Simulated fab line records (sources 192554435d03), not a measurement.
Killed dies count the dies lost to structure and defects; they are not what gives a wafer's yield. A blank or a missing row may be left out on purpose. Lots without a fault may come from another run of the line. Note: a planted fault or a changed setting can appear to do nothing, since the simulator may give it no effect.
A lot that was struck, set against a sound lot + flow n5_finfet + 37 steps out of a route of 1938
Sound: these wafers, L730.2, L730.4, L730.5. Wafers L726.1, L726.3, L726.5 were the ones struck. The cause is given at the end.
Order at every step that has rows: each side's tool, ch and its chambers, its first start. Under that, the readings that differ: sound wafers + struck wafers + difference of the means + sigmas: that difference in standard deviations of wafers without a fault.
alike: a reading whose means differ by less than 2 such deviations, as well as words and numbers matching on both sides. not compared: withheld readings; readings where some wafer has no value; bounds like >300 that might hide an equal value; numbers whose values overlap and for which the record gives no deviation.
A row with sigmas, a row that says differs or no value, or rows on one side alone: a step with any of these is where the two part. Numbers that have no deviation but don't overlap get no sigmas and don't part them. Lack of a reading on every wafer of one side parts them only where that side has two or more wafers.

first, 9 steps without rows for these wafers: N5_WELL_APT_COAT_02 (resist thk 950 nm); N5_WELL_APT_EBR_04; N5_WELL_APT_SOFTBAKE_03 (time 60 s); N5_WELL_APT_EXPOSE_05 (exposes mask NWELL, defocus 0 nm, target cd 200 nm); N5_WELL_APT_PEB_06 (peb time 90 s); N5_WELL_APT_DEVELOP_07 (develop time 45 s); N5_WELL_APT_HARDBAKE_12 (time 120 s); N5_WELL_APT_DESCUM_13 (chemistry O2, time 7.9 s); N5_WELL_APT_IMPLANT_14.
N5_WELL_APT_IMPLANT_15:
  struck on implanter-01, day 4 08:08; sound on implanter-01 ch 0, day 5 08:05
  no value came back on the struck wafers for beam_energy_keV, beam_on_s (s), tilt_deg (degrees); on the sound wafers beam_energy_keV reads 24.988 24.999 25.003
then, 25 steps without rows for these wafers: N5_WELL_APT_STRIP_16 (strips in SPM, time 900 s); N5_WELL_APT_HMDS_18 (time 60 s); N5_WELL_APT_COAT_19 (resist thk 950 nm); N5_WELL_APT_EBR_21; N5_WELL_APT_SOFTBAKE_20 (time 60 s); N5_WELL_APT_EXPOSE_22 (exposes mask PWELL, defocus 0 nm, target cd 200 nm); N5_WELL_APT_PEB_23 (peb time 90 s); N5_WELL_APT_DEVELOP_24 (develop time 45 s); N5_WELL_APT_HARDBAKE_29 (time 120 s); N5_WELL_APT_DESCUM_30 (chemistry O2, time 7.9 s); N5_WELL_APT_IMPLANT_31; N5_WELL_APT_IMPLANT_32; N5_WELL_APT_STRIP_33 (strips in SPM, time 900 s); N5_WELL_APT_RTA_34 (time 10 s); N5_WELL_APT_OXIDE_STRIP_42 (strips SiO2 in dHF, time 45 s, target depth 12 nm); N5_WELL_APT_PRECLEAN_36 (cleans in O3/DIW, time 45 s); N5_WELL_APT_PRECLEAN_39 (cleans in dHF, time 60 s); N5_WELL_APT_SRD_37 (time 30 s); N5_WELL_APT_EPI_41 (deposits Si from SiH4/H2, target thk 50 nm, time 297.7 s); N5_PMOS_HMC_CHANNEL_EPI_HM_DEP_34 (deposits SiO2 from TEOS/O2, target thk 36 nm, time 6.9 s); N5_PMOS_HMC_CHANNEL_EPI_COAT_31 (time 60 s, resist thk 66 nm); N5_PMOS_HMC_CHANNEL_EPI_COAT_03 (resist thk 205 nm); N5_PMOS_HMC_CHANNEL_EPI_EBR_05; N5_PMOS_HMC_CHANNEL_EPI_SOFTBAKE_04 (time 60 s); N5_PMOS_HMC_CHANNEL_EPI_EXPOSE_06 (exposes mask PMOS HMC BLK, target cd 240 nm).
-- here the record skips 7 days between the struck wafers' starts before and after, leaving off in module PMOS_HMC_CHANNEL_EPI and picking up in module BEOL_M4 (first step shown: number 1111 of the route) --
N5_BEOL_M4_RC_MEAS_101:
  sound on prober-01 ch 0, day 12 11:19; struck on prober-01 ch 0, day 11 11:11
| reading            | sound             | struck            | difference | sigmas |
|--------------------|-------------------|-------------------|------------|--------|
| CJ_P               | 5.86 5.82 5.46    | 1.00 1.02 1.01    | -4.70      | -17    |
| DIBL_P (mV/V)      | 40 43 35          | 46 43 57          | +9         | +3     |
| IOFF_P (nA/um)     | 0.26 0.31 0.18    | 0.71 0.47 2.43    | +0.95      | +17    |
| IOFF_P_85C (nA/um) | 4.3 5.0 3.2       | 10.2 7.2 28.6     | +11.2      | +14    |
| IOFF_P_LIN (nA/um) | 0.115 0.131 0.091 | 0.190 0.171 0.307 | +0.110     | +6     |
| ION_P (uA/um)      | 468 465 457       | 490 492 486       | +26        | +2     |
| SS_P (mV/dec)      | 73.4 74.5 72.5    | 79.2 76.4 92.0    | +9.1       | +10    |
  alike: DIBL_N, IOFF_N, ION_N, SS_N, VT_N, VT_P
-- record jumps: 4 days separate the struck wafers' starts on either side; left off in module BEOL_M4, taken up again in module PASSIVATION, whose first shown step is the route's number 1936 --
N5_PASSIVATION_PROBE_49:
  sound on prober-02, day 16 17:56; struck on prober-02, day 15 21:25
| reading                | sound          | struck           | difference | sigmas      |
|------------------------|----------------|------------------|------------|-------------|
| killed_at_M0_to_M3     | 44 68 41       | 30 17 29         | -26        | -3          |
| sort_bin_4_leakage (%) | 0 0 0          | 59.49 2.97 91.69 | +51.38     | +99 or more |
| sort_n_pass            | 1066 1032 1076 | 378 1069 0       | -576       | -34         |
| sort_yield_pct (%)     | 90.3 87.5 91.2 | 32.0 90.6 0      | -48.8      | -33         |
  alike: defect_limited_yield, killed_at_M4_up, killed_at_contacts, killed_at_front_end, killed_at_other, killed_dies, killed_on_rim, killed_open, killed_short, sort_bin_5_function, sort_bin_6_memory, sort_bin_8_speed

== WHERE THEY PART ==
Last at N5_PASSIVATION_PROBE_49 as far as this record goes, first at N5_WELL_APT_IMPLANT_15.

WHY: what had been put in by the simulator
At N5_WELL_APT_IMPLANT_15, the step was skipped entirely on implanter-01 from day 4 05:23 on. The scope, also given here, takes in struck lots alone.
